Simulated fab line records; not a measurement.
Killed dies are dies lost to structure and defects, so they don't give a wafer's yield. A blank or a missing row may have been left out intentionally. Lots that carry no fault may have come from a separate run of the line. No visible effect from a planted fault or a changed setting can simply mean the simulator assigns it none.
fab line records -- flow nand-harc
record lots=11, wafers=32, last-day=34
route steps=1302 shown A_M0@1150 A_M1@1177 END@1302
lots that met no fault: taken from a fault-free run of the same line
start-h: start of the lot's first displayed wafer, in hours after the record's first day -- wait-h: hours since the lot's step before -- " unchanged from the row above -- L1.1+2: a row that stands for several wafers -- - no value, or no start given -- * or withheld: withheld -- < > ~ a bound
route shown NAME@n: NAME is a module with steps in the file, n the number in the route of the first one -- usual: mean and standard deviation over wafers with no fault -- same: alike in all rows -- chamber/n: place in a boat -- sites: per-site readings -- _std_site: their standard deviation -- _edge_site: inner sites' mean taken away from outer sites' mean -- radius-mm: how far each site lies from the wafer's centre -- mask NAME#n: copy n -- behind: the last tool/chamber to shape the wafer -- hold: reason for holding the lot/hours on hold/outcome of the hold -- device: transistor that didn't switch, given as n, p or np -- end of line: at the end of the route, the tests of the same wafers -- where a step has no rows: the recipe by itself -- killed: count of dies lost to structure and defects at first sort (not the wafer's yield) -- map: a wafer's dies, x killed, . not, _ none there
set.NAME: the setting that was run; set.NAME@STEP: the one run at that earlier step -- model.NAME: the simulator's own value behind a step, which no gauge read
steps of the route over a sample of lots; a table a step, a row a wafer
services: when a tool's chamber went out of use (start-h, in hours from the record's first day, below 0 if earlier), for how many hours, and the reason
## steps
# step NHARC_A_M0_DESCUM_14
# recipe time-s=3, o2-flow-sccm=200, ar-flow-sccm=0, bias-power-w=0, chemistry=O2
# usual chamber-pressure-mTorr=60.00/0.048, drypump-motor-current-A=5.6/0.47, oes-product-au=0.999/0.011, rf-vpp-V=57.6/1, showerhead-plenum-p-Torr=1.88/0.079, throttle-valve-pct=11.311/0.0095
lot.wafer,tool,chamber,start-h,wait-h,chamber-pressure-mTorr,drypump-motor-current-A,oes-product-au,rf-hours-counter-h,rf-vpp-V,showerhead-plenum-p-Torr,throttle-valve-pct
L754.2,rie-diel-01,2,531.96,0.1,59.92,5.3,0.983,7.5,54.9,1.87,11.296
L754.6,rie-diel-01,2,531.96,0.1,60.00,5.3,0.986,-,57.2,1.87,11.302
L754.5,rie-diel-01,3,531.96,0.1,60.02,6.7,1.000,-,58.4,2.03,11.324
L757.4,rie-diel-01,1,539.71,0.1,60.04,5.9,0.999,9.0,58.5,1.96,11.309
L757.1,rie-diel-01,2,539.71,0.1,59.96,5.3,0.985,8.3,57.6,1.86,11.321
L757.5,rie-diel-01,0,539.71,0.1,59.96,5.8,0.985,-,57.6,1.82,11.324
L755.2,rie-diel-09,1,541.23,0.1,60.03,4.8,1.002,1.5,58.1,1.80,11.295
L755.1,rie-diel-09,2,541.23,0.1,59.96,5.1,1.015,1.8,57.3,1.82,11.308
L755.5,rie-diel-09,1,541.23,0.1,59.99,4.8,0.988,-,56.5,1.80,11.313
L756.4,rie-diel-09,2,543.89,0.1,60.08,5.0,1.002,1.9,57.2,1.82,11.310
L756.3,rie-diel-09,3,543.89,0.1,59.98,5.8,1.003,2.3,58.6,1.86,11.328
L756.1,rie-diel-09,0,543.89,0.1,59.93,5.8,0.998,2.0,59.3,1.98,11.310
L758.2,rie-diel-04,0,562.29,0.1,59.94,5.8,1.015,1.8,57.7,2.01,11.324
L758.1,rie-diel-04,2,562.29,0.1,59.94,5.3,0.999,1.9,56.7,1.82,11.319
L758.5,rie-diel-04,0,562.29,0.1,59.96,5.8,0.998,-,58.8,2.01,11.312
L760.2,rie-diel-01,0,589.31,0.1,60.04,5.8,1.005,1.8,57.4,1.82,11.305
L760.1,rie-diel-01,2,589.31,0.1,59.94,5.3,0.976,1.8,57.0,1.86,11.306
L760.5,rie-diel-01,0,589.31,0.1,60.00,5.8,1.003,-,57.9,1.82,11.313
L762.2,rie-diel-04,0,618.59,0.1,59.99,5.8,1.009,4.4,58.3,2.01,11.300
L762.3,rie-diel-04,1,618.59,0.1,59.94,5.5,0.981,4.2,57.5,1.81,11.309
L762.5,rie-diel-04,0,618.59,0.1,60.07,5.8,1.016,-,58.1,2.01,11.314
L763.2,rie-diel-09,0,621.33,0.1,60.00,5.8,1.019,5.2,58.2,1.98,11.307
L763.5,rie-diel-09,1,621.33,0.1,60.05,4.8,0.996,-,55.7,1.80,11.314
L763.6,rie-diel-09,2,621.33,0.1,59.95,5.0,1.002,-,58.5,1.81,11.299
L766.4,rie-diel-04,3,630.38,0.1,59.99,5.5,0.993,5.7,57.8,1.83,11.300
L766.5,rie-diel-04,1,630.38,0.1,59.99,5.5,0.974,-,57.2,1.81,11.321
L766.6,rie-diel-04,2,630.38,0.1,60.03,5.3,1.002,-,57.3,1.82,11.305
L774.1,rie-diel-09,3,728.22,0.1,59.97,5.7,1.000,3.0,58.5,1.86,11.305
L774.4,rie-diel-09,1,728.22,0.1,60.00,4.8,1.000,2.4,58.6,1.80,11.285
L776.3,rie-diel-01,1,765.07,0.1,60.00,5.9,0.995,1.6,57.5,1.95,11.304
L776.2,rie-diel-01,0,765.07,0.1,60.01,5.8,0.987,1.1,58.0,1.81,11.319
L776.5,rie-diel-01,1,765.07,0.1,60.04,5.9,1.002,-,58.6,1.95,11.305
# step NHARC_A_M0_THK_MEAS_24
# recipe thk-meas-gauge=xrf
# usual thk-nm=113.6/1.6
lot.wafer,tool,chamber,start-h,wait-h,thk-nm
L754.2,film-metro-01,-,534.29,-,113.2
L754.5,film-metro-01,-,534.29,-,115.1
L754.6,film-metro-01,-,534.29,-,113.0
L757.1,film-metro-02,-,542.08,-,112.5
L757.4,film-metro-02,-,542.08,-,111.4
L757.5,film-metro-02,-,542.08,-,113.1
L755.1,film-metro-01,-,543.55,-,114.8
L755.2,film-metro-01,-,543.55,-,115.9
L755.5,film-metro-01,-,543.55,-,115.0
L756.1,film-metro-01,-,546.20,-,114.2
L756.3,film-metro-01,-,546.20,-,112.4
L756.4,film-metro-01,-,546.20,-,111.5
L758.1,film-metro-01,-,564.59,-,113.9
L758.2,film-metro-01,-,564.59,-,113.7
L758.5,film-metro-01,-,564.59,-,111.9
L760.1,film-metro-02,-,591.91,-,115.0
L760.2,film-metro-02,-,591.91,-,111.5
L760.5,film-metro-02,-,591.91,-,111.9
L762.2,film-metro-02,-,620.93,-,113.0
L762.3,film-metro-02,-,620.93,-,113.6
L762.5,film-metro-02,-,620.93,-,112.4
L763.2,film-metro-01,-,623.63,-,112.3
L763.5,film-metro-01,-,623.63,-,113.2
L763.6,film-metro-01,-,623.63,-,113.6
L766.4,film-metro-02,-,632.81,-,115.1
L766.5,film-metro-02,-,632.81,-,116.4
L766.6,film-metro-02,-,632.81,-,116.0
L774.1,film-metro-02,-,730.58,-,114.2
L774.4,film-metro-02,-,730.58,-,111.9
L776.2,film-metro-02,-,767.39,-,113.9
L776.3,film-metro-02,-,767.39,-,112.4
L776.5,film-metro-02,-,767.39,-,115.0
# step NHARC_A_M1_PEB_07
# recipe peb-temp-c=100, peb-time-s=65
# usual chill-plate-temp-C=22.99/0.12, heater-power-total-W=156.6/0.43, plate-temp-C=100.01/0.14
lot.wafer,tool,chamber,start-h,wait-h,chill-plate-temp-C,heater-power-total-W,plate-temp-C
L754.2,litho-track-04,0,535.79,0.1,22.93,156.2,99.92
L754.5,litho-track-04,0,535.79,0.1,22.83,156.9,99.92
L754.6,litho-track-04,0,535.79,0.1,22.86,156.1,100.03
L757.1,litho-track-06,0,543.55,0.1,22.98,156.0,99.92
L757.4,litho-track-06,0,543.55,0.1,22.92,157.0,100.01
L757.5,litho-track-06,0,543.55,0.1,22.88,156.9,100.10
L755.1,litho-track-06,0,545.02,0.1,23.16,157.0,99.93
L755.2,litho-track-06,0,545.02,0.1,23.09,156.6,99.96
L755.5,litho-track-06,0,545.02,0.1,23.02,156.2,100.05
L756.1,litho-track-01,0,547.54,0.1,23.07,156.6,100.23
L756.3,litho-track-01,0,547.54,0.1,23.12,156.4,100.07
L756.4,litho-track-01,0,547.54,0.1,23.17,156.8,100.28
L758.1,litho-track-04,0,565.93,0.1,23.12,156.8,100.01
L758.2,litho-track-04,0,565.93,0.1,23.16,157.0,99.91
L758.5,litho-track-04,0,565.93,0.1,23.12,156.3,99.85
L760.1,litho-track-06,0,593.52,0.1,22.86,157.0,100.03
L760.2,litho-track-06,0,593.52,0.1,22.72,156.7,99.80
L760.5,litho-track-06,0,593.52,0.1,22.79,157.0,100.01
L762.2,litho-track-04,0,622.28,0.1,22.90,156.9,99.86
L762.3,litho-track-04,0,622.28,0.1,23.13,157.1,99.85
L762.5,litho-track-04,0,622.28,0.1,23.07,157.0,99.85
L763.2,litho-track-06,0,624.99,0.1,22.94,156.7,99.73
L763.5,litho-track-06,0,624.99,0.1,22.99,156.0,99.73
L763.6,litho-track-06,0,624.99,0.1,23.09,156.0,99.88
L766.4,litho-track-01,0,634.18,0.0,22.93,156.4,99.99
L766.5,litho-track-01,0,634.18,0.0,22.88,157.2,99.97
L766.6,litho-track-01,0,634.18,0.0,22.90,156.3,100.08
L774.1,litho-track-06,0,732.07,0.1,23.21,155.6,99.39
L774.4,litho-track-06,0,732.07,0.1,23.08,155.7,99.36
L776.2,litho-track-06,0,768.86,0.1,23.06,154.4,99.06
L776.3,litho-track-06,0,768.86,0.1,23.08,155.3,99.09
L776.5,litho-track-06,0,768.86,0.1,23.05,154.4,99.32
# step NHARC_A_M1_CD_MEAS_09
# recipe target-cd-nm=120, landing-energy-ev=500
# usual cd-nm=120.3/0.67
lot.wafer,tool,chamber,start-h,wait-h,cd-nm
L754.2,cd-sem-02,0,535.87,-,119.8
L754.5,cd-sem-02,0,535.87,-,119.9
L754.6,cd-sem-02,0,535.87,-,120.2
L757.1,cd-sem-03,0,543.63,-,119.7
L757.4,cd-sem-03,0,543.63,-,120.6
L757.5,cd-sem-03,0,543.63,-,120.7
L755.1,cd-sem-02,0,545.10,-,120.7
L755.2,cd-sem-02,0,545.10,-,120.4
L755.5,cd-sem-02,0,545.10,-,120.0
L756.1,cd-sem-03,0,547.62,-,120.7
L756.3,cd-sem-03,0,547.62,-,120.9
L756.4,cd-sem-03,0,547.62,-,120.1
L758.1,cd-sem-01,0,566.01,-,120.1
L758.2,cd-sem-01,0,566.01,-,119.9
L758.5,cd-sem-01,0,566.01,-,120.4
L760.1,cd-sem-03,0,593.60,-,119.3
L760.2,cd-sem-03,0,593.60,-,119.4
L760.5,cd-sem-03,0,593.60,-,119.2
L762.2,cd-sem-03,0,622.36,-,120.3
L762.3,cd-sem-03,0,622.36,-,118.9
L762.5,cd-sem-03,0,622.36,-,119.5
L763.2,cd-sem-02,0,625.08,-,120.0
L763.5,cd-sem-02,0,625.08,-,119.7
L763.6,cd-sem-02,0,625.08,-,120.8
L766.4,cd-sem-02,0,634.27,-,122.0
L766.5,cd-sem-02,0,634.27,-,121.5
L766.6,cd-sem-02,0,634.27,-,120.9
L774.1,cd-sem-01,0,732.15,-,116.7
L774.4,cd-sem-01,0,732.15,-,116.2
L776.2,cd-sem-01,0,768.94,-,118.5
L776.3,cd-sem-01,0,768.94,-,117.5
L776.5,cd-sem-01,0,768.94,-,118.2
# step NHARC_A_M1_INSPECT_11
# usual raw-defect-count=89/39
lot.wafer,tool,chamber,start-h,wait-h,raw-defect-count
L754.2,defect-inspect-01,-,536.00,0.0,110
L754.5,defect-inspect-01,-,536.00,0.0,114
L754.6,defect-inspect-01,-,536.00,0.0,115
L757.1,defect-inspect-02,-,543.75,0.0,118
L757.4,defect-inspect-02,-,543.75,0.0,133
L757.5,defect-inspect-02,-,543.75,0.0,116
L755.1,defect-inspect-02,-,545.23,0.0,86
L755.2,defect-inspect-02,-,545.23,0.0,82
L755.5,defect-inspect-02,-,545.23,0.0,102
L756.1,defect-inspect-01,-,547.75,0.0,48
L756.3,defect-inspect-01,-,547.75,0.0,59
L756.4,defect-inspect-01,-,547.75,0.0,55
L758.1,defect-inspect-02,-,566.14,0.0,113
L758.2,defect-inspect-02,-,566.14,0.0,122
L758.5,defect-inspect-02,-,566.14,0.0,130
L760.1,defect-inspect-01,-,593.73,0.0,67
L760.2,defect-inspect-01,-,593.73,0.0,72
L760.5,defect-inspect-01,-,593.73,0.0,70
L762.2,defect-inspect-02,-,622.48,0.0,140
L762.3,defect-inspect-02,-,622.48,0.0,140
L762.5,defect-inspect-02,-,622.48,0.0,154
L763.2,defect-inspect-02,-,625.20,0.0,73
L763.5,defect-inspect-02,-,625.20,0.0,80
L763.6,defect-inspect-02,-,625.20,0.0,83
L766.4,defect-inspect-01,-,634.40,0.0,104
L766.5,defect-inspect-01,-,634.40,0.0,94
L766.6,defect-inspect-01,-,634.40,0.0,85
L774.1,defect-inspect-02,-,732.28,0.0,94
L774.4,defect-inspect-02,-,732.28,0.0,111
L776.2,defect-inspect-02,-,769.07,0.0,46
L776.3,defect-inspect-02,-,769.07,0.0,41
L776.5,defect-inspect-02,-,769.07,0.0,49
# step NHARC_END_SORT_01
# recipe temp-c=25
# usual defect-limited-yield=91.4/2.7, killed-at-array=53/18, killed-at-other=0.8/1.1, killed-at-periphery=4.1/2.7, killed-dies=58/18, killed-open=3.1/1.7, killed-short=2.7/1.7, sort_bin_2_pct=3.0/1.2, sort_bin_3_pct=0.6/0.37, sort_bin_4_pct=4.9/1.5, sort-n-pass=619/18, sort-rim-yield-pct=91/4.1, sort-yield-pct=91.4/2.7
# same gross-dies=677, sort_bin_5_pct[%]=0, sort_bin_6_pct[%]=0, sort_bin_7_pct[%]=0, sort_bin_8_pct[%]=0, sort-rim-n-gross=106.00
lot.wafer,tool,chamber,start-h,wait-h,defect-limited-yield[%],killed-at-array,killed-at-other,killed-at-periphery,killed-dies,killed-open,killed-short,sort_bin_2_pct[%],sort_bin_3_pct[%],sort_bin_4_pct[%],sort-n-pass,sort-rim-yield-pct[%],sort-yield-pct[%]
L756.1,prober-02,0,607.70,2.5,94.4,30,3,5,38,3,4,2.2,0.4,3.0,639,90,94.4
L756.3,prober-02,0,609.31,3.1,92.3,39,4,9,52,3,3,3.7,0.4,3.5,625,85,92.3
L756.4,prober-02,0,610.11,3.4,91.6,48,3,6,57,7,5,3.4,0.4,4.6,620,91,91.6
L763.2,prober-02,0,660.21,2.8,94.1,35,1,4,40,3,3,1.6,0.7,3.5,637,90,94.1
L763.5,prober-02,0,662.61,3.7,93.2,39,0,7,46,5,0,2.8,0.1,3.8,631,92,93.2
L763.6,prober-02,0,663.41,4.0,91.0,56,0,5,61,5,4,2.8,0.6,5.6,616,94,91.0
L766.4,prober-01,0,670.03,3.4,90.3,62,0,4,66,3,1,4.4,0.7,4.6,611,86,90.3
L766.5,prober-01,0,670.83,3.7,91.3,55,0,4,59,5,2,4.0,0.4,4.3,618,90,91.3
L766.6,prober-01,0,671.63,4.0,90.8,59,0,3,62,4,2,2.8,0.6,5.8,615,92,90.8
# killed by level:class
L756.1 A_SLIT:chamber-film-flake=17 A_CHANNEL_FILL_D2:geometric-particle:open=3 A_CHANNEL_HOLE_D2:chamber-film-flake=3 THIN_TSV:chamber-film-flake=3 P_GATE:chamber-film-flake=2 P_CONTACT:chamber-film-flake=2 A_CONTACT:chamber-film-flake=2 A_CHANNEL_FILL_D2:geometric-particle:short=1
L756.3 A_SLIT:chamber-film-flake=16 A_CHANNEL_HOLE_D2:chamber-film-flake=9 P_CONTACT:chamber-film-flake=4 A_CONTACT:chamber-film-flake=4 P_GATE:chamber-film-flake=3 A_ZERO_WELL:chamber-film-flake=3 THIN_TSV:chamber-film-flake=3 A_M1:geometric-particle:open=2
L756.4 A_SLIT:chamber-film-flake=24 A_CHANNEL_HOLE_D2:chamber-film-flake=4 THIN_TSV:chamber-film-flake=3 A_WL_FILL:chamber-film-flake=3 A_CONTACT:chamber-film-flake=3 P_STI:chamber-film-flake=2 A_CHANNEL_FILL_D2:chamber-film-flake=2 P_CONTACT:geometric-particle:open=1
L763.2 A_CHANNEL_HOLE_D1:chamber-film-flake=16 A_CHANNEL_HOLE_D2:chamber-film-flake=9 P_GATE:chamber-film-flake=3 A_M0:geometric-particle:open=2 A_SLIT:chamber-film-flake=2 A_ONON_D2:geometric-particle:short=1 A_CHANNEL_HOLE_D2:geometric-particle:short=1 A_CHANNEL_FILL_D2:geometric-particle:short=1
L763.5 A_CHANNEL_HOLE_D2:chamber-film-flake=15 A_CHANNEL_HOLE_D1:chamber-film-flake=13 P_GATE:chamber-film-flake=4 A_CHANNEL_FILL_D1:geometric-particle:open=2 A_SLIT:chamber-film-flake=2 A_CONTACT:chamber-film-flake=2 P_CONTACT:geometric-particle:open=1 A_ONON_D2:geometric-particle:open=1
L763.6 A_CHANNEL_HOLE_D1:chamber-film-flake=33 A_CHANNEL_HOLE_D2:chamber-film-flake=9 P_GATE:chamber-film-flake=4 A_ONON_D2:geometric-particle:open=2 A_CHANNEL_HOLE_D1:geometric-particle:short=1 A_CHANNEL_FILL_D2:geometric-particle:open=1 A_WL_FILL:geometric-particle:short=1 A_CONTACT:geometric-particle:open=1
L766.4 A_SLIT:chamber-film-flake=23 A_CHANNEL_HOLE_D2:chamber-film-flake=16 A_CHANNEL_HOLE_D1:chamber-film-flake=6 A_STAIRCASE:chamber-film-flake=5 P_CONTACT:chamber-film-flake=3 A_CONTACT:chamber-film-flake=3 A_WL_FILL:chamber-film-flake=2 A_ONON_D1:geometric-particle:open=1
L766.5 A_SLIT:chamber-film-flake=20 A_CHANNEL_HOLE_D2:chamber-film-flake=16 A_CONTACT:chamber-film-flake=5 A_STAIRCASE:chamber-film-flake=4 P_CONTACT:chamber-film-flake=3 A_CHANNEL_HOLE_D1:chamber-film-flake=3 P_CONTACT:geometric-particle:open=1 A_ONON_D1:geometric-particle:open=1
L766.6 A_SLIT:chamber-film-flake=34 A_CHANNEL_HOLE_D2:chamber-film-flake=8 A_CONTACT:chamber-film-flake=6 A_CHANNEL_HOLE_D1:chamber-film-flake=3 P_M1:geometric-particle:open=2 A_CHANNEL_HOLE_D2:geometric-particle:short=2 A_WL_FILL:chamber-film-flake=2 A_BLC:geometric-particle:open=1
## services
tool,chamber,start-h,hours,kind
rie-diel-01,0,512.34,-,clean
rie-diel-01,1,512.34,-,clean
rie-diel-01,2,512.34,-,clean
rie-diel-01,3,512.34,-,clean
litho-track-06,-,529.00,7.0,pm
rie-diel-04,-,531.92,9.0,pm
rie-diel-01,0,536.93,-,clean
rie-diel-01,1,536.93,-,clean
rie-diel-01,2,536.93,-,clean
litho-track-04,-,553.00,7.0,pm
rie-diel-01,-,557.84,9.0,pm
rie-diel-01,1,579.10,5.0,repair
rie-diel-01,3,582.47,11.8,repair
rie-diel-09,-,674.10,9.0,pm
litho-track-01,-,680.00,7.0,pm
litho-track-06,-,704.00,7.0,pm
rie-diel-04,-,708.92,9.0,pm
rie-diel-04,2,718.69,8.6,repair
rie-diel-01,2,725.14,6.1,repair
litho-track-04,-,728.00,7.0,pm
rie-diel-04,1,730.80,8.3,repair
rie-diel-01,-,734.84,9.0,pm
rie-diel-09,-,750.72,0.4,repair
rie-diel-09,0,757.60,3.5,repair
## key
first-sign step=NHARC_A_M1_PEB_07, reading=plate-temp-C, direction=down, sigmas=5.5, usual=*, struck=*
effect step=NHARC_A_M1_PEB_07, reading=heater-power-total-W, direction=down, sigmas=3.5, usual=*, struck=*
effect step=NHARC_A_M1_CD_MEAS_09, reading=cd-nm, direction=down, sigmas=4.2, usual=120.3, struck=117.4, through=control-loop
met-at NHARC_A_M1_PEB_07
struck-lots L774,L776
loop-trim step=NHARC_A_M1_EXPOSE_06, setting=dose, lots=L776
not-acting-at NHARC_A_M0_DESCUM_14,NHARC_A_M0_THK_MEAS_24,NHARC_A_M1_INSPECT_11
onset-between 624.99 732.07
fault kind=process-parameter-drift, tool=litho-track-06, chamber=-, onset-h=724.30, steps=NHARC_A_M1_PEB_07, channel=peb-temp-c, offset=*, shape=step, end-h=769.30, acts-in=*, stated=*
# loop-trim: a control loop set the setting to another value than it would have without faults
